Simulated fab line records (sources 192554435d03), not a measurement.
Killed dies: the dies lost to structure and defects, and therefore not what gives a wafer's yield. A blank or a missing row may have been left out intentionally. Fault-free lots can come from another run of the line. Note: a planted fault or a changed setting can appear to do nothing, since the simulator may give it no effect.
fab line records + flow n5_finfet
record
- lots=5
- wafers=15
- last_day=18
route steps=1938 shown BEOL_M9@1444 PASSIVATION@1936
lots that met no fault: taken from a fault-free run of the same line
start_h: hours from the record's first day to the start of the lot's first wafer shown + wait_h: time in hours since the lot's previous step + " repeats the value in the row above + L1.1+2: one row covering several wafers at once + - no value present, or no start provided + * or withheld: withheld + < > ~ a bound
route shown NAME@n: a module of which the file shows steps, and the number in the route of the first + usual: the fault-free wafers' mean and standard deviation + same: alike in all rows + chamber/n: place in a boat + sites: per-site readings + _std_site: standard deviation of those values + _edge_site: the outer-site mean with the inner-site mean subtracted + radius_mm: for every site, how far away it sits from the centre of the wafer + mask NAME#n: copy n + behind: tool/chamber where the wafer was last shaped + hold: the reason the lot was held/the length of the hold in hours/how it ended + device: transistor that didn't switch, given as n, p or np + end of line: the tests these same wafers got at the end of their route + step lacking rows: just its recipe + killed: dies that structure and defects cost at the first sort, which is not the same as the wafer's yield + map: shows each die of a wafer: x if killed, . if not, _ if none is there
set.NAME: the run value of the setting; set.NAME@STEP: its run value at that earlier step + model.NAME: the simulator's own value behind a step, which no gauge read
lots seen at some steps along the route; tables by step, rows by wafer
services: a tool's chamber out of use, with start hour (start_h, from the record's first day; less than 0 if before it), hours out, and reason
## steps
# step N5_BEOL_M9_STRIP_73
# recipe
- chemistry=C4F6/O2
- resist=SiARC
- rf_frequency_hz=6e+07
# step N5_BEOL_M9_STRIP_36
# recipe
- chemistry=N2/H2
- power_w=450
- temp_c=40
- pressure_mtorr=20
- rf_frequency_hz=6e+07
- overash_fraction=0.3
- bias_power_w=7
- h2_frac=0.5
- n2_flow_sccm=200
- h2_flow_sccm=200
# usual
- drypump_motor_current_A=5.64/0.27
- oes_product_au=0.81/0.11
- rf_vpp_V=59.2/1.6
- showerhead_plenum_p_Torr=2.55/0.091
- throttle_valve_pct=23.62/0.21
| lot.wafer | tool        | chamber | start_h | wait_h | drypump_motor_current_A | oes_product_au | rf_hours_counter_h | rf_vpp_V | showerhead_plenum_p_Torr | throttle_valve_pct |
|-----------|-------------|---------|---------|--------|-------------------------|----------------|--------------------|----------|--------------------------|--------------------|
| L250.1    | rie_diel-02 | 1       | 260.79  | 0.0    | 5.84                    | 0.97           | 1                  | 56.5     | 2.62                     | 23.18              |
| L250.3    | "           | 2       | "       | "      | 5.68                    | 0.94           | 9                  | 60.8     | 2.61                     | 23.61              |
| L250.6    | "           | 1       | "       | "      | 5.86                    | 0.97           | -                  | 60.6     | 2.62                     | 23.15              |
| L252.1    | rie_diel-02 | 0       | 298.88  | 0.0    | 5.31                    | 0.71           | 217                | 57.7     | 2.42                     | 23.62              |
| L252.3    | "           | 1       | "       | "      | 5.85                    | 0.93           | 14                 | 58.2     | 2.61                     | 23.18              |
| L252.4    | "           | 2       | "       | "      | 5.66                    | 0.90           | 22                 | 62.3     | 2.60                     | 23.62              |
| L254.1    | rie_diel-04 | 1       | 299.51  | 0.0    | 5.92                    | 0.71           | 203                | 59.8     | 2.64                     | 23.80              |
| L254.4    | "           | 2       | "       | "      | 5.78                    | 0.92           | 20                 | 58.6     | 2.50                     | 23.50              |
| L254.5    | "           | 1       | "       | "      | 5.94                    | 0.71           | -                  | 60.2     | 2.64                     | 23.82              |
| L253.1    | rie_diel-02 | 0       | 299.56  | 0.0    | 5.29                    | 0.69           | 217                | 58.5     | 2.42                     | 23.62              |
| L253.4    | "           | 2       | "       | "      | 5.67                    | 0.90           | 22                 | 62.4     | 2.60                     | 23.62              |
| L253.6    | "           | 0       | "       | "      | 5.29                    | 0.70           | -                  | 59.2     | 2.42                     | 23.62              |
| L265.1    | rie_diel-04 | 2       | 372.62  | 0.0    | 5.75                    | 0.86           | 47                 | 61.5     | 2.49                     | 23.54              |
| L265.4    | "           | 1       | "       | "      | 5.93                    | 0.68           | 229                | 59.0     | 2.63                     | 23.82              |
| L265.5    | "           | 1       | "       | "      | 5.92                    | 0.70           | -                  | 58.1     | 2.63                     | 23.84              |
# step N5_BEOL_M9_TRENCH_ETCH_37
# recipe
- chemistry=C4F6/O2
- target_depth_a=1514.3
- target=SiCOH_lowk
- time_s=49
- ion_energy_ev=250
- pressure_mtorr=30
- source_w=345
- bias_w=185
- Ar_flow_sccm=300
- C4F6_flow_sccm=10
- O2_flow_sccm=10
# usual
- drypump_motor_current_A=5.64/0.27
- oes_product_au=0.81/0.11
- rf_vpp_V=671/6.8
- showerhead_plenum_p_Torr=2.85/0.097
- throttle_valve_pct=20.88/0.22
| lot.wafer | tool        | chamber | start_h | wait_h | drypump_motor_current_A | oes_product_au | rf_hours_counter_h | rf_vpp_V | showerhead_plenum_p_Torr | throttle_valve_pct |
|-----------|-------------|---------|---------|--------|-------------------------|----------------|--------------------|----------|--------------------------|--------------------|
| L250.1    | rie_diel-02 | 1       | -       | -      | 5.84                    | 0.96           | 1                  | 665      | 2.93                     | 20.57              |
| L250.3    | "           | 2       | "       | "      | 5.66                    | 0.93           | 9                  | 673      | 2.92                     | 20.62              |
| L250.6    | "           | 1       | "       | "      | 5.85                    | 0.95           | -                  | 664      | 2.93                     | 20.56              |
| L252.1    | rie_diel-02 | 0       | -       | -      | 5.30                    | 0.70           | 217                | 671      | 2.68                     | 20.90              |
| L252.3    | "           | 1       | "       | "      | 5.88                    | 0.90           | 14                 | 667      | 2.92                     | 20.59              |
| L252.4    | "           | 2       | "       | "      | 5.73                    | 0.90           | 22                 | 672      | 2.91                     | 20.64              |
| L254.1    | rie_diel-04 | 1       | -       | -      | 5.94                    | 0.71           | 203                | 674      | 2.94                     | 20.91              |
| L254.4    | "           | 2       | "       | "      | 5.77                    | 0.90           | 20                 | 661      | 2.81                     | 20.67              |
| L254.5    | "           | 1       | "       | "      | 5.92                    | 0.70           | -                  | 673      | 2.94                     | 20.91              |
| L253.1    | rie_diel-02 | 0       | -       | -      | 5.31                    | 0.70           | 217                | 673      | 2.68                     | 20.91              |
| L253.4    | "           | 2       | "       | "      | 5.67                    | 0.90           | 22                 | 670      | 2.91                     | 20.64              |
| L253.6    | "           | 0       | "       | "      | 5.31                    | 0.70           | -                  | 671      | 2.68                     | 20.90              |
| L265.1    | rie_diel-04 | 2       | -       | -      | 5.78                    | 0.85           | 47                 | 660      | 2.80                     | 20.72              |
| L265.4    | "           | 1       | "       | "      | 5.93                    | 0.68           | 229                | 675      | 2.93                     | 20.96              |
| L265.5    | "           | 1       | "       | "      | 5.93                    | 0.68           | -                  | 672      | 2.93                     | 20.94              |
# step N5_BEOL_M9_ETCH_41
# recipe
- chemistry=CH3F/O2
- target=SiCN
- target_depth_a=366
- taper_deg=2
- time_s=70.1
- ion_energy_ev=120
- mask_material=TiN
- pressure_mtorr=30
- source_w=395
- bias_w=75
- Ar_flow_sccm=150
- CH3F_flow_sccm=30
- O2_flow_sccm=20
# usual
- drypump_motor_current_A=5.64/0.27
- oes_product_au=0.81/0.11
- rf_vpp_V=297.4/1.6
- showerhead_plenum_p_Torr=2.00/0.071
- throttle_valve_pct=16.27/0.25
| lot.wafer | tool        | chamber | start_h | wait_h | drypump_motor_current_A | oes_product_au | rf_hours_counter_h | rf_vpp_V | showerhead_plenum_p_Torr | throttle_valve_pct |
|-----------|-------------|---------|---------|--------|-------------------------|----------------|--------------------|----------|--------------------------|--------------------|
| L250.1    | rie_diel-02 | 1       | -       | -      | 5.82                    | 0.96           | 1                  | 298.1    | 2.06                     | 15.92              |
| L250.3    | "           | 2       | "       | "      | 5.66                    | 0.94           | 9                  | 297.7    | 2.05                     | 15.94              |
| L250.6    | "           | 1       | "       | "      | 5.80                    | 0.95           | -                  | 298.2    | 2.06                     | 15.91              |
| L252.1    | rie_diel-02 | 0       | -       | -      | 5.31                    | 0.70           | 217                | 295.6    | 1.88                     | 16.41              |
| L252.3    | "           | 1       | "       | "      | 5.84                    | 0.90           | 14                 | 296.7    | 2.05                     | 15.95              |
| L252.4    | "           | 2       | "       | "      | 5.71                    | 0.89           | 22                 | 298.7    | 2.04                     | 16.00              |
| L254.1    | rie_diel-04 | 1       | -       | -      | 5.89                    | 0.70           | 203                | 299.5    | 2.07                     | 16.33              |
| L254.4    | "           | 2       | "       | "      | 5.78                    | 0.90           | 20                 | 296.5    | 1.97                     | 16.03              |
| L254.5    | "           | 1       | "       | "      | 5.93                    | 0.70           | -                  | 299.3    | 2.07                     | 16.34              |
| L253.1    | rie_diel-02 | 0       | -       | -      | 5.29                    | 0.70           | 217                | 295.5    | 1.88                     | 16.41              |
| L253.4    | "           | 2       | "       | "      | 5.66                    | 0.90           | 22                 | 299.4    | 2.04                     | 15.95              |
| L253.6    | "           | 0       | "       | "      | 5.30                    | 0.70           | -                  | 295.5    | 1.88                     | 16.42              |
| L265.1    | rie_diel-04 | 2       | -       | -      | 5.76                    | 0.86           | 47                 | 297.2    | 1.96                     | 16.06              |
| L265.4    | "           | 1       | "       | "      | 5.93                    | 0.68           | 229                | 299.5    | 2.06                     | 16.38              |
| L265.5    | "           | 1       | "       | "      | 5.94                    | 0.68           | -                  | 299.4    | 2.06                     | 16.38              |
# step N5_BEOL_M9_STRIP_80
# recipe
- chemistry=N2/H2
- time_s=10
- power_w=450
- temp_c=40
- pressure_mtorr=20
- rf_frequency_hz=6e+07
- bias_power_w=7
- n2_flow_sccm=200
- h2_flow_sccm=200
# usual
- drypump_motor_current_A=5.64/0.27
- oes_product_au=0.81/0.11
- rf_vpp_V=59.1/0.87
- showerhead_plenum_p_Torr=2.55/0.091
- throttle_valve_pct=23.62/0.21
| lot.wafer | tool        | chamber | start_h | wait_h | drypump_motor_current_A | oes_product_au | rf_hours_counter_h | rf_vpp_V | showerhead_plenum_p_Torr | throttle_valve_pct |
|-----------|-------------|---------|---------|--------|-------------------------|----------------|--------------------|----------|--------------------------|--------------------|
| L250.1    | rie_diel-02 | 1       | -       | -      | 5.83                    | 0.98           | 1                  | 58.1     | 2.62                     | 23.16              |
| L250.3    | "           | 2       | "       | "      | 5.64                    | 0.94           | 9                  | 58.9     | 2.61                     | 23.61              |
| L250.6    | "           | 1       | "       | "      | 5.81                    | 0.97           | -                  | 59.9     | 2.62                     | 23.16              |
| L252.1    | rie_diel-02 | 0       | -       | -      | 5.31                    | 0.70           | 217                | 60.0     | 2.42                     | 23.61              |
| L252.3    | "           | 1       | "       | "      | 5.87                    | 0.91           | 14                 | 59.4     | 2.61                     | 23.19              |
| L252.4    | "           | 2       | "       | "      | 5.64                    | 0.89           | 22                 | 58.2     | 2.60                     | 23.63              |
| L254.1    | rie_diel-04 | 1       | -       | -      | 5.91                    | 0.71           | 203                | 59.8     | 2.64                     | 23.79              |
| L254.4    | "           | 2       | "       | "      | 5.81                    | 0.91           | 20                 | 57.6     | 2.50                     | 23.48              |
| L254.5    | "           | 1       | "       | "      | 5.94                    | 0.71           | -                  | 59.2     | 2.64                     | 23.79              |
| L253.1    | rie_diel-02 | 0       | -       | -      | 5.33                    | 0.69           | 217                | 58.0     | 2.42                     | 23.63              |
| L253.4    | "           | 2       | "       | "      | 5.71                    | 0.89           | 22                 | 60.0     | 2.60                     | 23.64              |
| L253.6    | "           | 0       | "       | "      | 5.32                    | 0.70           | -                  | 58.7     | 2.42                     | 23.60              |
| L265.1    | rie_diel-04 | 2       | -       | -      | 5.78                    | 0.86           | 47                 | 58.7     | 2.49                     | 23.52              |
| L265.4    | "           | 1       | "       | "      | 5.93                    | 0.69           | 229                | 60.1     | 2.63                     | 23.84              |
| L265.5    | "           | 1       | "       | "      | 5.93                    | 0.69           | -                  | 59.3     | 2.63                     | 23.83              |
# step N5_BEOL_M9_OCD_MEAS_38
# usual
- trench_depth_nm=150/3.2
| lot.wafer | tool   | chamber | start_h | wait_h | trench_depth_nm |
|-----------|--------|---------|---------|--------|-----------------|
| L250.1    | ocd-01 | -       | 261.00  | -      | 151             |
| L250.3    | "      | -       | "       | "      | 151             |
| L250.6    | "      | -       | "       | "      | 150             |
| L252.1    | ocd-01 | -       | 299.10  | -      | 147             |
| L252.3    | "      | -       | "       | "      | 149             |
| L252.4    | "      | -       | "       | "      | 150             |
| L254.1    | ocd-01 | -       | 299.72  | -      | 151             |
| L254.4    | "      | -       | "       | "      | 154             |
| L254.5    | "      | -       | "       | "      | 150             |
| L253.1    | ocd-02 | -       | 299.78  | -      | 145             |
| L253.4    | "      | -       | "       | "      | 150             |
| L253.6    | "      | -       | "       | "      | 147             |
| L265.1    | ocd-01 | -       | 372.83  | -      | 152             |
| L265.4    | "      | -       | "       | "      | 148             |
| L265.5    | "      | -       | "       | "      | 147             |
# step N5_BEOL_M9_HM_STRIP_39
# recipe
- chemistry=peroxide_tin_strip
- material=TiN
- target_depth_a=250
- temp_c=50
- time_s=158
# step N5_BEOL_M9_SRD_40
# recipe
- time_s=30
- temp_c=23
- rinse_liquid=diw
- dry=ipa_marangoni
# step N5_BEOL_M9_PRECLEAN_42
# recipe
- chemistry=residue_remover
- time_s=60
- temp_c=40
# step N5_BEOL_M9_SRD_43
# recipe
- time_s=30
- temp_c=23
- rinse_liquid=diw
- dry=ipa_marangoni
# step N5_BEOL_M9_CD_MEAS_35
# recipe
- target_cd_nm=70
- target_cd_y_nm=40
- polarity=opening
# usual
- cd_nm=70.0/0.63
| lot.wafer | tool      | chamber | start_h | wait_h | cd_nm |
|-----------|-----------|---------|---------|--------|-------|
| L250.1    | cd_sem-02 | -       | 261.15  | 0.0    | 70.9  |
| L250.3    | "         | -       | "       | "      | 70.0  |
| L250.6    | "         | -       | "       | "      | 69.5  |
| L252.1    | cd_sem-02 | -       | 299.25  | 0.0    | 69.1  |
| L252.3    | "         | -       | "       | "      | 69.5  |
| L252.4    | "         | -       | "       | "      | 70.6  |
| L254.1    | cd_sem-03 | -       | 299.88  | 0.0    | 70.4  |
| L254.4    | "         | -       | "       | "      | 70.7  |
| L254.5    | "         | -       | "       | "      | 68.8  |
| L253.1    | cd_sem-02 | -       | 299.93  | 0.0    | 69.8  |
| L253.4    | "         | -       | "       | "      | 69.0  |
| L253.6    | "         | -       | "       | "      | 69.0  |
| L265.1    | cd_sem-03 | -       | 372.99  | 0.0    | 70.9  |
| L265.4    | "         | -       | "       | "      | 69.9  |
| L265.5    | "         | -       | "       | "      | 70.6  |
# step N5_BEOL_M9_CURE_72
# recipe
- temp_c=370
- time_s=120
- ambient=DMADMS/He
- material=SiCOH_lowk
# step N5_BEOL_M9_DEGAS_44
# recipe
- ambient=vacuum
- temp_c=250
- time_s=60
# usual
- heater_power_w=338/30
- susceptor_temp_C=250.01/0.17
| lot.wafer | tool           | chamber | start_h | wait_h | heater_power_w | susceptor_temp_C |
|-----------|----------------|---------|---------|--------|----------------|------------------|
| L250.1    | pvd_sputter-02 | -       | 261.75  | 0.3    | 337            | 249.99           |
| L250.3    | "              | -       | "       | "      | 324            | 249.99           |
| L250.6    | "              | -       | "       | "      | 326            | 249.82           |
| L252.1    | pvd_sputter-03 | -       | 299.73  | 0.4    | 345            | 250.05           |
| L252.3    | "              | -       | "       | "      | 366            | 249.96           |
| L252.4    | "              | -       | "       | "      | 316            | 250.27           |
| L253.1    | pvd_sputter-03 | -       | 300.53  | 0.3    | 348            | 242.71           |
| L253.4    | "              | -       | "       | "      | 346            | 250.29           |
| L253.6    | "              | -       | "       | "      | 351            | 242.57           |
| L254.1    | pvd_sputter-02 | -       | 300.67  | 0.6    | 311            | 249.48           |
| L254.4    | "              | -       | "       | "      | 326            | 249.90           |
| L254.5    | "              | -       | "       | "      | 335            | 250.13           |
| L265.1    | pvd_sputter-02 | -       | 373.42  | 0.3    | 300            | 250.07           |
| L265.4    | "              | -       | "       | "      | 318            | 249.99           |
| L265.5    | "              | -       | "       | "      | 336            | 250.20           |
# step N5_BEOL_M9_PRE_CLEAN_45
# recipe
- gas=H2/He
- time_s=30
- temp_c=250
# usual
- heater_power_w=338/30
| lot.wafer | tool           | chamber | start_h | wait_h | heater_power_w |
|-----------|----------------|---------|---------|--------|----------------|
| L250.1    | pvd_sputter-02 | -       | 261.79  | 0.0    | 339            |
| L250.3    | "              | -       | "       | "      | 330            |
| L250.6    | "              | -       | "       | "      | 326            |
| L252.1    | pvd_sputter-03 | -       | 299.77  | 0.0    | 342            |
| L252.3    | "              | -       | "       | "      | 373            |
| L252.4    | "              | -       | "       | "      | 323            |
| L253.1    | pvd_sputter-03 | -       | 300.57  | 0.0    | 375            |
| L253.4    | "              | -       | "       | "      | 331            |
| L253.6    | "              | -       | "       | "      | 376            |
| L254.1    | pvd_sputter-02 | -       | 300.71  | 0.0    | 307            |
| L254.4    | "              | -       | "       | "      | 325            |
| L254.5    | "              | -       | "       | "      | 326            |
| L265.1    | pvd_sputter-02 | -       | 373.46  | 0.0    | 306            |
| L265.4    | "              | -       | "       | "      | 337            |
| L265.5    | "              | -       | "       | "      | 340            |
# step N5_PASSIVATION_PROBE_49
# usual
- defect_limited_yield=91.2/1.6
- killed_at_M0_to_M3=35/11
- killed_at_M4_up=14/5.4
- killed_at_contacts=13/6
- killed_at_front_end=38/11
- killed_at_other=3.4/2.6
- killed_dies=104/19
- killed_open=68/13
- killed_short=34/8.5
- sort_bin_5_function=5.1/1
- sort_bin_6_memory=3.3/0.72
- sort_n_pass=1075/22
- sort_yield_pct=91.1/1.9
# same
- gross_dies=1180
- killed_at_back_side=0
- sort_bin_4_leakage[%]=0
- sort_bin_8_speed[%]=0
| lot.wafer | tool      | chamber | start_h | wait_h | defect_limited_yield[%] | killed_at_M0_to_M3 | killed_at_M4_up | killed_at_contacts | killed_at_front_end | killed_at_other | killed_dies | killed_open | killed_short | sort_bin_5_function[%] | sort_bin_6_memory[%] | sort_n_pass | sort_yield_pct[%] |
|-----------|-----------|---------|---------|--------|-------------------------|--------------------|-----------------|--------------------|---------------------|-----------------|-------------|-------------|--------------|------------------------|----------------------|-------------|-------------------|
| L250.1    | prober-01 | -       | 331.49  | 0.0    | 91.0                    | 34                 | 12              | 18                 | 41                  | 1               | 106         | 67          | 30           | 5.4                    | 2.6                  | 1074        | 91.0              |
# killed by level:class
L250.1 MOL_CONTACT_COAG:geometric_particle:open=15 BEOL_M2:geometric_particle:open=9 FIN_SAQP:geometric_particle:open=7 FIN_SAQP:geometric_particle:short=7 BEOL_M3:geometric_particle:open=7 BEOL_M1:geometric_particle:open=6 STI_FIN_REVEAL:geometric_particle:open=5 HKMG_FIN:area_etch=5
## services
| tool           | chamber | start_h | hours | kind                          |
|----------------|---------|---------|-------|-------------------------------|
| pvd_sputter-03 | -       | 239.40  | 1.2   | repair                        |
| rie_diel-04    | 2       | 240.24  | 10.5  | repair                        |
| rie_diel-02    | -       | 257.01  | 2.8   | pm                            |
| rie_diel-02    | 3       | 261.30  | 17.6  | repair                        |
| rie_diel-04    | 3       | 301.26  | -     | clean                         |
| rie_diel-04    | 3       | 301.26  | -     | consumable_replace:focus_ring |
| rie_diel-04    | 3       | 301.26  | -     | consumable_replace:showerhead |
| rie_diel-04    | 3       | 301.26  | 23.8  | scheduled_down                |
| rie_diel-04    | 3       | 301.26  | 23.8  | vent_cycle                    |
| rie_diel-02    | 1       | 307.24  | 11.4  | repair                        |
## key
first_sign
- step=N5_BEOL_M9_DEGAS_44
- reading=susceptor_temp_C
- direction=down
- sigmas=44
- usual=*
- struck=*
effect none on later readings
met_at N5_BEOL_M9_DEGAS_44
struck_wafers L253.1,L253.6
onset_between 299.73 300.53
fault
- kind=process_parameter_drift
- tool=pvd_sputter-03
- chamber=-
- onset_h=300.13
- steps=N5_BEOL_M9_DEGAS_44
- channel=temp_c
- offset=*
- shape=step
- end_h=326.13
- acts_in=*
- stated=*
- scope=struck_wafers_only
